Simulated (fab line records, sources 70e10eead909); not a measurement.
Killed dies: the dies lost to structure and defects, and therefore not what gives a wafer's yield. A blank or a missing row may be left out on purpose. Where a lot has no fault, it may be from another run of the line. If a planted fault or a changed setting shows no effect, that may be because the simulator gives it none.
Which of the tools did it? :: flow nand_harc :: at 1 step of a route of 1159, 14 lots with 42 wafers sampled

== WHAT EACH GAUGE READ, for each wafer ==
NHARC_A_BONDPAD_INSPECT_23.
lot: L611
measured: day 18 18:05
on: defect_inspect-01
raw_defect_count: 301 358 289

lot: L610
measured: day 18 18:19
on: defect_inspect-02
raw_defect_count: 526 765 823

lot: L608
measured: day 18 18:25
on: defect_inspect-01
raw_defect_count: 498 403 364

lot: L609
measured: day 18 19:45
on: defect_inspect-02
raw_defect_count: 481 432 481

lot: L613
measured: day 19 07:19
on: defect_inspect-01
raw_defect_count: 713 382 444

lot: L616
measured: day 19 16:53
on: defect_inspect-02
raw_defect_count: 600 530 469

lot: L618
measured: day 20 09:50
on: defect_inspect-01
raw_defect_count: 354 518 512

lot: L614
measured: day 20 14:48
on: defect_inspect-02
raw_defect_count: 636 523 496

lot: L619
measured: day 20 19:42
on: defect_inspect-01
raw_defect_count: 561 634 544

lot: L624
measured: day 22 06:22
on: defect_inspect-02
raw_defect_count: 425 416 584

lot: L625
measured: day 22 11:41
on: defect_inspect-02
raw_defect_count: 564 448 457

lot: L628
measured: day 22 14:42
on: defect_inspect-02
raw_defect_count: 366 529 592

lot: L630
measured: day 23 04:56
on: defect_inspect-02
raw_defect_count: 456 446 662

lot: L629
measured: day 23 13:32
on: defect_inspect-02
raw_defect_count: 588 553 343

== WHICH TOOL RAN EACH LOT (tool, then ch and the chambers of the sampled wafers, then the start) ==
Record: no process step prior to these readings.

== WHAT THE TOOLS THEMSELVES READ (means of the sampled wafers that have a number; where no wafer has one, the mark that the record gives instead) ==
The record holds no such reading with a usual standard deviation.

== THE ANSWER, worked out from the rows above alone ==
Rule: the lots themselves supply what counts as usual. Put in order of their means at a reading, lots are off if they are a third of the lots or fewer, leave a main group of 4 or more, and stand apart from it by a gap of 3 or more times the standard deviation of the main group's means; of several such gaps the widest counts. A main group whose means are all the same, to the digits that the tables above print for the reading, isn't used. A lot without any number at a reading at which 4 lots or more have one is off too. Any other lot the step has rows for is counted as sound. Order of review: gauges by route order, followed by the tools' own readings, for which a lot's mean as printed above is used. The first step at which some lot is off is used, and at that step the reading that is off furthest; a lot without a number counts as furthest.
No lot is off at any reading shown: from this, nothing can be told.

== WHAT THE SIMULATOR HAD INSERTED ==
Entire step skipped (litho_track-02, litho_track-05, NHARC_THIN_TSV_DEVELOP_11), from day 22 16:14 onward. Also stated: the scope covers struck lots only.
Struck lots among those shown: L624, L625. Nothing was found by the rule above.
